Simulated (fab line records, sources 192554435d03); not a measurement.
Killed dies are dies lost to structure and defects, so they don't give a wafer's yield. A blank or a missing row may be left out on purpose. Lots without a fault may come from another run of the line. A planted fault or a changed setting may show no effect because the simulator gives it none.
fab line records | flow n5_finfet
record lots=7 wafers=19 last_day=17
route steps=1938 shown HKMG_FIN@430 PASSIVATION@1936
lots that met no fault: from a run of the same line without faults
start_h: hours from the record's first day to the start of the lot's first wafer shown | wait_h: hours since the lot's step before | " the same as in the row above | L1.1+2: a row that stands for several wafers | - no value, or no start given | * or withheld: withheld | < > ~ a bound
route shown NAME@n: a module of which the file shows steps, and the number in the route of the first | usual: mean/standard deviation of fault-free wafers | same: alike in all rows | chamber/n: place in a boat | sites: the reading at each site | _std_site: their standard deviation | _edge_site: outer sites' mean less inner sites' | radius_mm: how far each site lies from the wafer's centre | mask NAME#n: copy n | behind: the tool/chamber that last shaped the wafer | hold: why the lot was held/for how many hours/how that ended | device: the transistor (n, p or np) that didn't switch | end of line: the same wafers' tests at the end of the route | a step without rows: its recipe alone | killed: dies lost to structure and defects at the first sort, not the wafer's yield | map: a wafer's dies, x killed, . not, _ none there
set.NAME: the setting as run; set.NAME@STEP: as run at that earlier step | model.NAME: the simulator's own value behind a step, which no gauge read
lots at some steps of the route; a table a step, a row a wafer
services: from which hour (start_h, from the record's first day; less than 0 if before it) a tool's chamber was out of use, for how many hours, and why
## steps
# step N5_HKMG_FIN_CD_MEAS_12
# recipe target_cd_nm=92.8 landing_energy_ev=500 detector=se_inlens
# usual cd_nm=92.8/0.63
# columns lot.wafer tool chamber start_h wait_h cd_nm
L476.2 cd_sem-02 0 83.01 - 92.6
L476.4 " 0 " " 92.5
L476.5 " 0 " " 93.2
L477.2 cd_sem-03 0 88.84 - 93.1
L477.4 " 0 " " 92.8
L477.6 " 0 " " 92.4
L483.1 cd_sem-01 0 125.17 - 93.1
L483.4 " 0 " " 92.5
L483.5 " 0 " " 92.6
L493.4 cd_sem-02 0 184.53 - 91.8
L493.5 " 0 " " 91.8
L494.5 cd_sem-02 0 189.70 - 93.4
L494.6 " 0 " " 92.9
L495.2 cd_sem-01 0 197.47 - 92.8
L495.3 " 0 " " 92.7
L495.5 " 0 " " 91.7
L497.1 cd_sem-03 0 214.17 - 94.1
L497.2 " 0 " " 93.6
L497.5 " 0 " " 93.9
# step N5_HKMG_FIN_OVL_MEAS_13
# recipe points_per_wafer=44
# usual NWFM_OVL=-0.3/0.63
# columns lot.wafer tool chamber start_h wait_h NWFM_OVL[nm]
L476.2 overlay-01 0 83.04 0.0 -0.4
L476.4 " 0 " " -1.0
L476.5 " 0 " " -0.7
L477.2 overlay-02 0 88.87 0.0 -0.5
L477.4 " 0 " " -0.5
L477.6 " 0 " " 0.0
L483.1 overlay-02 0 125.20 0.0 -1.3
L483.4 " 0 " " -0.3
L483.5 " 0 " " -0.2
L493.4 overlay-02 0 184.55 0.0 -0.4
L493.5 " 0 " " 0.0
L494.5 overlay-01 0 189.72 0.0 -0.1
L494.6 " 0 " " 0.4
L495.2 overlay-02 0 197.50 0.0 0.9
L495.3 " 0 " " 0.8
L495.5 " 0 " " 0.4
L497.1 overlay-02 0 214.20 0.0 -0.6
L497.2 " 0 " " -0.5
L497.5 " 0 " " -0.9
# step N5_HKMG_FIN_INSPECT_14
# recipe mode=adi inspect_instrument=macro
# usual raw_defect_count=2.0/1.4
# columns lot.wafer tool chamber start_h wait_h raw_defect_count
L476.2 defect_inspect-02 - 83.07 0.0 2
L476.4 " - " " 1
L476.5 " - " " 3
L477.2 defect_inspect-01 - 88.89 0.0 0
L477.4 " - " " 3
L477.6 " - " " 0
L483.1 defect_inspect-02 - 125.22 0.0 2
L483.4 " - " " 4
L483.5 " - " " 1
L493.4 defect_inspect-02 - 184.58 0.0 3
L493.5 " - " " 4
L494.5 defect_inspect-02 - 189.75 0.0 0
L494.6 " - " " 0
L495.2 defect_inspect-02 - 197.53 0.0 1
L495.3 " - " " 0
L495.5 " - " " 1
L497.1 defect_inspect-02 - 214.22 0.0 3
L497.2 " - " " 7
L497.5 " - " " 1
# step N5_HKMG_FIN_DESCUM_17
# recipe chemistry=O2 time_s=7.9 source_power_w=50 bias_power_w=20 pressure_mtorr=20 rf_frequency_hz=2.712e+07 temp_c=40 resist=CAR-ArF o2_flow_sccm=225
# step N5_HKMG_FIN_ETCH_31
# recipe chemistry=CF4 target=SiARC target_depth_a=455 mask_material=CAR-ArF time_s=75.8 ion_energy_ev=80 pressure_mtorr=40 source_w=545 bias_w=36 Ar_flow_sccm=100 cf4_flow_sccm=100 ends=cleared
# usual cf4_flow_sccm=100.03/0.3 drypump_motor_current_A=5.9/0.35 etch_rf_on_time_s=75.2/1.1 oes_product_au=0.67/0.07 rf_vpp_V=184.4/1.1 showerhead_plenum_p_Torr=2.17/0.055 throttle_valve_pct=15.68/0.27
# columns lot.wafer tool chamber start_h wait_h cf4_flow_sccm drypump_motor_current_A etch_rf_on_time_s oes_product_au rf_hours_counter_h rf_vpp_V showerhead_plenum_p_Torr throttle_valve_pct
L476.2 rie_diel-04 3 83.22 0.0 100.23 6.2 75.6 0.67 143 183.3 2.15 15.87
L476.4 " 1 " " 99.99 6.4 75.8 0.61 210 185.7 2.21 15.92
L476.5 " 1 " " 99.93 6.4 75.8 0.59 - 184.8 2.21 15.91
L477.2 rie_diel-03 1 89.34 0.0 100.10 5.4 73.5 0.66 135 181.9 2.06 15.16
L477.4 " 3 " " 99.85 5.6 75.0 0.64 158 185.8 2.14 15.89
L477.6 " 0 " " 99.78 5.6 75.8 0.60 - 183.8 2.21 15.86
L483.1 rie_diel-03 3 125.29 0.0 99.83 5.5 76.0 0.63 162 184.1 2.14 15.91
L483.4 " 1 " " 100.12 5.4 74.1 0.66 147 183.2 2.06 15.21
L483.5 " 3 " " 99.72 5.6 75.6 0.64 - 183.1 2.14 15.89
L493.4 rie_diel-05 1 184.65 0.0 99.90 5.5 76.9 0.61 187 183.5 2.21 15.73
L493.5 " 3 " " 100.22 5.8 73.8 0.72 - 183.2 2.09 15.45
L494.5 rie_diel-04 0 189.84 0.0 99.89 6.3 75.7 0.61 - 184.8 2.20 15.74
L494.6 " 3 " " 100.12 6.3 74.1 0.65 - 183.9 2.14 15.93
L495.2 rie_diel-04 0 197.59 0.0 100.51 6.2 75.1 0.61 233 185.0 2.20 15.74
L495.3 " 1 " " 100.22 6.4 74.7 0.58 250 186.4 2.20 15.98
L495.5 " 2 " " 99.65 6.0 76.6 0.64 - 184.8 2.13 15.99
L497.1 rie_diel-04 3 215.24 0.0 100.21 6.2 74.9 0.64 192 183.6 2.13 15.96
L497.2 " 0 " " 100.12 6.3 75.1 0.60 241 185.0 2.20 15.78
L497.5 " 2 " " 100.00 6.0 77.4 0.63 - 185.4 2.13 16.00
# step N5_HKMG_FIN_ETCH_32
# recipe chemistry=N2/H2 target=SOC target_depth_a=2400 temp_c=40 time_s=300 ion_energy_ev=200 mask_material=SiARC pressure_mtorr=30 source_w=840 bias_w=150 n2_flow_sccm=200 h2_flow_sccm=200
# step N5_HKMG_FIN_STRIP_33
# recipe chemistry=N2/H2 temp_c=40 n2_flow_sccm=200 h2_flow_sccm=200 rf_frequency_hz=6e+07
# step N5_HKMG_FIN_STRIP_34
# recipe chemistry=CF4 resist=SiARC power_w=300 bias_power_w=75 pressure_mtorr=50 cf4_flow_sccm=150 rf_frequency_hz=6e+07
# usual cf4_flow_sccm=150.0/0.43 drypump_motor_current_A=5.9/0.35 oes_product_au=0.77/0.076 rf_vpp_V=271.7/1.2 showerhead_plenum_p_Torr=1.82/0.045 throttle_valve_pct=13.66/0.29
# columns lot.wafer tool chamber start_h wait_h cf4_flow_sccm drypump_motor_current_A oes_product_au rf_hours_counter_h rf_vpp_V showerhead_plenum_p_Torr throttle_valve_pct
L476.2 rie_diel-04 3 83.47 0.0 150.3 6.2 0.77 143 271.6 1.80 13.83
L476.4 " 1 " " 149.2 6.4 0.69 211 273.3 1.85 13.92
L476.5 " 1 " " 149.8 6.4 0.70 - 272.9 1.85 13.90
L477.2 rie_diel-03 1 89.58 0.0 150.4 5.4 0.76 135 269.5 1.72 13.16
L477.4 " 3 " " 150.0 5.5 0.74 158 271.6 1.79 13.88
L477.6 " 0 " " 151.0 5.7 0.70 - 271.6 1.85 13.85
L483.1 rie_diel-03 3 125.54 0.0 150.1 5.5 0.73 162 270.2 1.79 13.88
L483.4 " 1 " " 150.1 5.5 0.75 147 269.6 1.72 13.19
L483.5 " 3 " " 150.1 5.5 0.73 - 272.1 1.79 13.88
L493.4 rie_diel-05 1 184.89 0.0 149.2 5.5 0.71 187 272.8 1.85 13.73
L493.5 " 3 " " 149.5 5.8 0.83 - 270.4 1.75 13.43
L494.5 rie_diel-04 0 190.07 0.0 150.2 6.3 0.70 - 273.2 1.85 13.78
L494.6 " 3 " " 150.0 6.2 0.74 - 270.6 1.79 13.91
L495.2 rie_diel-04 0 197.84 0.0 150.2 6.2 0.69 233 271.9 1.85 13.76
L495.3 " 1 " " 149.2 6.4 0.67 250 272.3 1.84 14.01
L495.5 " 2 " " 149.8 6.0 0.74 - 271.6 1.79 13.99
L497.1 rie_diel-04 3 215.49 0.0 150.1 6.2 0.73 192 269.5 1.79 13.95
L497.2 " 0 " " 150.1 6.3 0.69 241 270.7 1.84 13.78
L497.5 " 2 " " 149.9 6.1 0.74 - 271.0 1.79 14.00
# step N5_HKMG_FIN_ETCH_35
# recipe chemistry=N2/H2 target=SOC target_depth_a=2158 ion_energy_ev=65 bias_w=5 source_w=3000 time_s=243.4 pressure_mtorr=30 n2_flow_sccm=200 h2_flow_sccm=200
# usual drypump_motor_current_A=5.9/0.35 oes_product_au=0.78/0.083 rf_vpp_V=141.9/1 showerhead_plenum_p_Torr=2.58/0.07 throttle_valve_pct=17.91/0.29
# same time_s=243.4
# columns lot.wafer tool chamber start_h wait_h drypump_motor_current_A oes_product_au rf_hours_counter_h rf_vpp_V showerhead_plenum_p_Torr throttle_valve_pct
L476.2 rie_diel-04 3 83.49 0.0 6.3 0.78 143 142.2 2.55 18.06
L476.4 " 1 " " 6.5 0.70 211 142.9 2.63 18.04
L476.5 " 1 " " 6.5 0.69 - 141.1 2.63 18.05
L477.2 rie_diel-03 1 89.60 0.0 5.4 0.79 135 139.3 2.45 17.44
L477.4 " 3 " " 5.5 0.74 158 141.0 2.54 18.09
L477.6 " 0 " " 5.7 0.70 - 141.4 2.62 18.09
L483.1 rie_diel-03 3 125.56 0.0 5.5 0.73 162 140.5 2.54 18.10
L483.4 " 1 " " 5.4 0.76 147 139.8 2.44 17.46
L483.5 " 3 " " 5.5 0.73 - 139.0 2.54 18.07
L493.4 rie_diel-05 1 184.91 0.0 5.5 0.70 187 144.1 2.64 18.00
L493.5 " 3 " " 5.9 0.86 - 141.3 2.46 17.64
L494.5 rie_diel-04 0 190.16 0.1 6.3 0.71 - 142.5 2.62 17.99
L494.6 " 3 " " 6.3 0.75 - 141.9 2.53 18.12
L495.2 rie_diel-04 0 197.86 0.0 6.3 0.70 233 143.2 2.62 17.99
L495.3 " 1 " " 6.4 0.68 250 142.3 2.61 18.13
L495.5 " 2 " " 6.1 0.74 - 141.3 2.54 18.39
L497.1 rie_diel-04 3 215.51 0.0 6.3 0.75 192 140.3 2.53 18.14
L497.2 " 0 " " 6.3 0.70 241 142.4 2.62 18.01
L497.5 " 2 " " 6.1 0.74 - 143.0 2.54 18.39
# step N5_HKMG_FIN_STRIP_92
# recipe chemistry=N2/H2 material=SOC time_s=20 power_w=500 temp_c=40 pressure_mtorr=50 rf_frequency_hz=6e+07 bias_power_w=8 h2_frac=0.5 n2_flow_sccm=300 h2_flow_sccm=300
# usual drypump_motor_current_A=5.9/0.35 oes_product_au=0.78/0.082 rf_vpp_V=54.3/0.81 showerhead_plenum_p_Torr=3.41/0.089 throttle_valve_pct=19.1/0.37
# same time_s=20
# columns lot.wafer tool chamber start_h wait_h drypump_motor_current_A oes_product_au rf_hours_counter_h rf_vpp_V showerhead_plenum_p_Torr throttle_valve_pct
L476.2 rie_diel-04 3 83.63 0.1 6.2 0.79 143 55.9 3.37 19.1
L476.4 " 1 " " 6.5 0.71 211 54.6 3.46 19.0
L476.5 " 1 " " 6.4 0.71 - 54.0 3.46 19.0
L477.2 rie_diel-03 1 89.75 0.1 5.5 0.79 135 54.0 3.23 18.7
L477.4 " 3 " " 5.5 0.75 158 55.2 3.36 19.2
L477.6 " 0 " " 5.7 0.70 - 54.9 3.46 19.3
L483.1 rie_diel-03 3 125.71 0.1 5.5 0.74 162 53.5 3.35 19.2
L483.4 " 1 " " 5.5 0.77 147 55.5 3.23 18.7
L483.5 " 3 " " 5.5 0.73 - 54.0 3.35 19.2
L493.4 rie_diel-05 1 185.06 0.1 5.5 0.69 187 53.3 3.49 19.2
L493.5 " 3 " " 5.9 0.86 - 53.1 3.26 18.7
L494.5 rie_diel-04 0 190.26 0.0 6.3 0.70 - 54.5 3.46 19.2
L494.6 " 3 " " 6.2 0.74 - 55.3 3.35 19.2
L495.2 rie_diel-04 0 198.01 0.1 6.3 0.71 233 53.1 3.46 19.2
L495.3 " 1 " " 6.4 0.68 250 54.2 3.44 19.1
L495.5 " 2 " " 6.1 0.75 - 53.6 3.36 19.8
L497.1 rie_diel-04 3 215.65 0.1 6.3 0.74 192 53.8 3.34 19.2
L497.2 " 0 " " 6.3 0.69 241 54.3 3.45 19.2
L497.5 " 2 " " 6.1 0.73 - 54.5 3.36 19.8
# step N5_HKMG_FIN_WET_ETCH_18
# recipe chemistry=SC1 target=TiN mix=1:1:5 temp_c=* time_s=55 target_depth_nm=5.2 dry=ipa_marangoni rinse_time_s=30 rinse_temp_c=23
# step N5_HKMG_FIN_STRIP_19
# recipe chemistry=N2/H2 power_w=2500 temp_c=300 h2_frac=0.65 time_s=360 pressure_mtorr=withheld n2_flow_sccm=1750 h2_flow_sccm=3250
# usual drypump_motor_current_A=5.67/0.22 heater_power_w=487/36
# same time_s=360
# columns lot.wafer tool chamber start_h wait_h drypump_motor_current_A heater_power_w rf_hours_counter_h
L476.2 plasma_asher-02 1 83.78 0.0 5.69 431 39
L476.4 " 1 " " 5.69 432 -
L476.5 " 1 " " 5.70 430 -
L477.2 plasma_asher-01 0 89.93 0.0 5.83 509 89
L477.4 " 0 " " 5.82 498 -
L477.6 " 1 " " 5.75 474 -
L483.1 plasma_asher-01 1 125.85 0.0 5.74 477 98
L483.4 " 0 " " 5.83 500 -
L483.5 " 1 " " 5.76 475 -
L493.4 plasma_asher-02 1 185.33 0.1 5.74 431 -
L493.5 " 0 " " 5.25 535 -
L494.5 plasma_asher-01 1 190.62 0.3 5.74 471 -
L494.6 " 0 " " 5.82 485 -
L495.2 plasma_asher-01 1 198.15 0.0 5.73 480 114
L495.3 " 0 " " 5.84 493 -
L495.5 " 1 " " 5.76 486 -
L497.1 plasma_asher-01 1 215.80 0.0 5.76 469 118
L497.2 " 0 " " 5.83 500 118
L497.5 " 0 " " 5.84 494 -
# step N5_HKMG_FIN_ALD_91
# recipe material=TiN target_thk_a=10 temp_c=400 ald_precursor_family=TiCl4 ald_co_reactant=NH3 pulse_time_s=1 purge_time_s=3 co_reactant_purge_time_s=2 co_reactant_pulse_time_s=2 ald_cycles=47 pressure_torr=3
# usual chamber_pressure_Torr=3.000/0.0066 co_reactant_pulse_time_s=2/0 heater_power_w=879/41 precursor_pulse_height_rel=1.000/0.019
# columns lot.wafer tool chamber start_h wait_h chamber_pressure_Torr co_reactant_pulse_time_s heater_power_w precursor_pulse_height_rel
L476.2 ald_metal-02 2 84.16 0.3 3.000 2 813 0.983
L476.4 " 1 " " 2.999 2 888 1.011
L476.5 " 0 " " 3.004 2 972 1.018
L477.2 ald_metal-01 3 90.32 0.3 3.001 2 862 1.020
L477.4 " 3 " " 3.000 2 873 0.995
L477.6 " 2 " " 3.004 2 883 0.986
L483.1 ald_metal-01 3 126.24 0.3 2.990 2 868 0.990
L483.4 " 1 " " 2.996 2 839 1.019
L483.5 " 3 " " 2.997 2 856 0.993
L493.4 ald_metal-01 2 185.59 0.1 3.011 2 876 0.978
L493.5 " 1 " " 3.003 1.8841 842 0.983
L494.5 ald_metal-01 1 190.88 0.1 3.003 1.8841 867 0.998
L494.6 " 0 " " 2.980 1.8841 911 0.996
L495.2 ald_metal-01 3 198.54 0.3 3.009 2 852 0.970
L495.3 " 1 " " 3.001 2 823 1.031
L495.5 " 2 " " 2.992 1.8841 887 0.984
L497.1 ald_metal-02 2 216.18 0.3 3.000 2 845 1.001
L497.2 " 0 " " 3.006 2 992 1.000
L497.5 " 0 " " 2.998 2 989 0.969
# step N5_HKMG_FIN_COAT_85
# recipe resist=SOC temp_c=250 time_s=60 spin_rpm=1500 resist_thk_nm=300
# step N5_PASSIVATION_PROBE_49
# usual killed_at_M0_to_M3=35/11 killed_at_M4_up=14/5.4 killed_at_contacts=12/6.2 killed_at_front_end=38/11 killed_at_other=4.1/2.8 killed_dies=103/17 killed_open=66/13 killed_short=34/8.2
# same gross_dies=1180 killed_at_back_side=0
# columns lot.wafer tool chamber start_h wait_h killed_at_M0_to_M3 killed_at_M4_up killed_at_contacts killed_at_front_end killed_at_other killed_dies killed_open killed_short
L495.5 prober-01 - 410.62 0.2 45 5 2 49 0 101 65 33
# killed by level:class
L495.5 BEOL_M0_SAQP:geometric_particle:open=17 GATE_CUT:geometric_particle:short=9 FIN_SAQP:geometric_particle:open=8 BEOL_M0_SAQP:geometric_particle:short=7 BEOL_M3:geometric_particle:open=7 BEOL_M1:geometric_particle:open=5 STARTING-WAFER:geometric_particle:open=5 STI_FIN_REVEAL:geometric_particle:open=4
## services
# columns tool chamber start_h hours kind
rie_diel-04 2 65.79 6.7 repair
ald_metal-01 1 78.89 42.1 repair
plasma_asher-02 - 85.11 14.6 pm
rie_diel-03 3 95.34 22.6 repair
rie_diel-03 0 103.91 18.7 repair
plasma_asher-02 - 105.73 2.8 pm
rie_diel-03 - 112.50 2.8 repair
rie_diel-04 2 116.92 6.0 repair
ald_metal-02 - 156.57 0.7 repair
ald_metal-01 - 160.28 0.9 repair
plasma_asher-01 - 185.40 0.7 repair
rie_diel-04 1 198.07 - clean
rie_diel-04 1 198.07 - consumable_replace:focus_ring
rie_diel-04 1 198.07 16.8 scheduled_down
rie_diel-04 1 198.07 16.8 vent_cycle
## key
first_sign step=N5_HKMG_FIN_ALD_91 reading=co_reactant_pulse_time_s direction=down sigmas=99+ usual=* struck=*
effect none on later readings
met_at N5_HKMG_FIN_ALD_91
struck_wafers L493.5,L494.5,L494.6,L495.5
tester_left_out L493,L494,L495
onset_between 126.24 185.59
fault kind=process_parameter_drift tool=ald_metal-01 chamber=- onset_h=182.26 steps=N5_HKMG_FIN_ALD_91 channel=co_reactant_pulse_time_s offset=* shape=step end_h=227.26 scope=struck_wafers_only acts_in=* stated=*
# tester_left_out: of these lots the tester's yield and bins aren't shown, on N5 and GAA mostly nor the transistor test; their killed dies are dies lost to structure and defects alone, not to doping, threshold or leakage, so they don't give the yield
